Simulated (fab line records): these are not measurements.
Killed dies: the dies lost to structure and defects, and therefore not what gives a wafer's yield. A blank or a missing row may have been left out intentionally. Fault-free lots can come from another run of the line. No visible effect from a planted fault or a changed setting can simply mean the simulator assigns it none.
Comparing a struck lot with a sound one -- flow n5-finfet -- 41 out of 1938 route steps
Sound: the wafers L431.1, L431.3, L431.5. Struck: wafer L432.4 (left out: L432.1, L432.5 of the same lot, which were not struck); the cause appears at the end.
For every step that has rows: the tool of each side, followed by ch and its chambers, followed by its first start. Under that, the readings that differ: sound wafers -- struck wafers -- difference of the means -- sigmas: that difference in standard deviations of wafers without a fault.
alike: readings whose means differ by less than 2 such deviations, and words and numbers that are the same on both sides. not compared: withheld readings, readings that some wafer has no value for, bounds like >300 that may hide the same value, and numbers for which the record gives no deviation and whose values overlap.
The two part at a step that has a row with sigmas, a row that says differs or no value, or rows on one side only. Non-overlapping numbers with no deviation appear without sigmas and do not part them. A reading missing from all wafers of one side parts the sides only when that side holds two or more wafers.

first, 12 steps without rows for these wafers: N5_HKMG_FIN_STRIP_33 (strips in N2/H2); N5_HKMG_FIN_STRIP_34 (strips in CF4); N5_HKMG_FIN_ETCH_35 (etches SOC in N2/H2, target depth 215.8 nm, time 243.4 s); N5_HKMG_FIN_STRIP_92 (strips SOC in N2/H2, time 20 s); N5_HKMG_FIN_WET_ETCH_18 (etches TiN in SC1, time 55 s, target depth 5.2 nm, rinse time 30 s); N5_HKMG_FIN_STRIP_19 (strips in N2/H2, time 360 s); N5_HKMG_FIN_ALD_91 (deposits TiN, target thk 1 nm, pulse time 1 s, purge time 3 s); N5_HKMG_FIN_COAT_85 (time 60 s, resist thk 300 nm); N5_HKMG_FIN_ETCH_86 (etches SOC in N2/H2, stops on TiN, target depth 393.2 nm); N5_HKMG_FIN_STRIP_89 (strips SOC in N2/H2, time 20 s); N5_HKMG_FIN_WET_ETCH_87 (etches TiN in SC1, time 154.2 s, target depth 4.7 nm, rinse time 30 s); N5_HKMG_FIN_STRIP_88 (strips in N2/H2, time 360 s).
N5_HKMG_FIN_NWFM_ALD_20: deposits TiAlC, target thk 2 nm, pulse time 3 s, purge time 2 s.
  sound on ald-metal-04 ch 0,3, day 5 23:58; struck on ald-metal-04 ch 1, day 6 04:23
reading,sound,struck,difference,sigmas
ald-cycles,7 7 7,6,-1,
  alike: heater-power-w, precursor-pulse-height-rel
then, 26 steps without rows for these wafers: N5_HKMG_FIN_ALD_71 (deposits TiN, target thk 1 nm, pulse time 1 s, purge time 3 s); N5_HKMG_FIN_COAT_66 (time 60 s, resist thk 300 nm); N5_HKMG_FIN_ETCH_67 (etches SOC in N2/H2, stops on TiN, target depth 388.9 nm); N5_HKMG_FIN_STRIP_90 (strips SOC in N2/H2, time 20 s); N5_HKMG_FIN_WET_ETCH_73 (etches the open film in SC1, time 42.3 s, target depth 1.3 nm, rinse time 30 s); N5_HKMG_FIN_ETCHBACK_68 (etches the open film in Cl2/Ar, stops on HfO2, target depth 0.5 nm); N5_HKMG_FIN_STRIP_69 (strips in N2/H2, time 360 s); N5_HKMG_FIN_ALD_21 (deposits TiN, target thk 1.5 nm, pulse time 1 s, purge time 3 s); N5_HKMG_FIN_ALD_72 (deposits W, target thk 2 nm, pulse time 1 s, purge time 2 s); N5_HKMG_FIN_W_FILL_22 (material W, target thk 60 nm, time 18.2 s); N5_HKMG_FIN_PRECLEAN_83 (cleans in DIW, time 57.5 s); N5_HKMG_FIN_SRD_84 (dry time 32 s); N5_HKMG_FIN_CMP_23 (polishes, stops on SiNx, t overpolish 10 s, target thk 46.326 nm); N5_HKMG_FIN_CMP_94 (polishes, stops on SiNx, t overpolish 4.7 s, target thk 43.299 nm); N5_GATE_CUT_ETCHBACK_00 (etches W in SF6/Cl2); N5_GATE_CUT_ETCH_56 (etches TiN in Cl2/Ar, target depth 21.6 nm); N5_GATE_CUT_ETCHBACK_30 (etches TiN in Cl2/Ar, target depth 3 nm); N5_GATE_CUT_VAPOR_ETCH_60 (etches HfO2 in BCl3/Cl2); N5_GATE_CUT_ETCH_58 (etches SiNx in CH3F/O2, target depth 17 nm, time 128.6 s); N5_GATE_CUT_STRIP_59 (strips in N2/H2, time 20 s); N5_GATE_CUT_PRECLEAN_31 (cleans in DIW, time 300 s); N5_GATE_CUT_SRD_32 (time 30 s); N5_GATE_CUT_SAC_CAP_01 (material SiNx, target thk 24 nm, pulse time 1 s, ald cycles 480); N5_GATE_CUT_PECVD_57 (deposits SiNx from SiH4/NH3/N2, target thk 21 nm); N5_GATE_CUT_CMP_02 (polishes, stops on SiO2, t overpolish 12.7 s, target thk 0 nm); N5_GATE_CUT_HM_DEP_46 (deposits SiO2 from TEOS/O2, target thk 130 nm, time 26.6 s).
-- the record jumps here: 4 days lie between the struck wafers' starts before and after (it left off in module GATE_CUT and takes up again in module BEOL_M4, whose first step shown is number 1111 of the route) --
N5_BEOL_M4_RC_MEAS_101:
  sound on prober-01 ch 0, day 9 22:34; struck on prober-01 ch 0, day 9 21:38
reading,sound,struck,difference,sigmas
IOFF_N (nA/um),0.208 0.178 0.177,0.075,-0.113,-5
IOFF_N_85C (nA/um),4.0 3.5 3.5,1.7,-2.0,-5
IOFF_N_LIN (nA/um),0.093 0.084 0.084,0.034,-0.053,-6
IOFF_N_LONG (nA/um),5.68e-05 5.71e-05 5.7e-05,3.5e-05,-2.2e-05,-10
IOFF_P (nA/um),0.250 0.220 0.221,0.296,+0.066,+2
IOFF_P_LONG (nA/um),0.000106 0.000104 0.000104,0.000143,+0.000038,+5
ION_N (uA/um),691 684 683,621,-65,-7
VT_N (mV),247.3 248.2 245.7,270.9,+23.8,+9
VT_N_LONG (mV),274.7 271.4 273.5,298.5,+25.3,+12
VT_N_LVT (mV),93.6 94.6 94.3,123.0,+28.8,+10
VT_P (mV),-245.6 -250.6 -248.5,-239.7,+8.5,+3
VT_P_LONG (mV),-274.7 -274.9 -275.3,-262.4,+12.6,+4
  alike: DIBL_N, DIBL_P, ION_P, SS_N, SS_P
-- here the record skips 4 days between the struck wafers' starts before and after, leaving off in module BEOL_M4 and picking up in module PASSIVATION (first step shown: number 1936 of the route) --
N5_PASSIVATION_PROBE_49:
  sound on prober-01, day 14 03:11; struck on prober-01, day 14 06:47
reading,sound,struck,difference,sigmas
sort_bin_8_speed (%),0 0 0,22.54,+22.54,
sort-n-pass,1080 1077 1060,808,-264,-17
sort-yield-pct (%),91.5 91.3 89.8,68.5,-22.4,-16
  alike: defect-limited-yield, killed_at_M0_to_M3, killed_at_M4_up, killed-at-contacts, killed-at-front-end, killed-at-other, killed-dies, killed-open, killed-short, sort_bin_5_function, sort_bin_6_memory

== WHERE THEY PART ==
Last at N5_PASSIVATION_PROBE_49 as far as this record goes, first at N5_BEOL_M4_RC_MEAS_101.

WHY: what the simulator had put in
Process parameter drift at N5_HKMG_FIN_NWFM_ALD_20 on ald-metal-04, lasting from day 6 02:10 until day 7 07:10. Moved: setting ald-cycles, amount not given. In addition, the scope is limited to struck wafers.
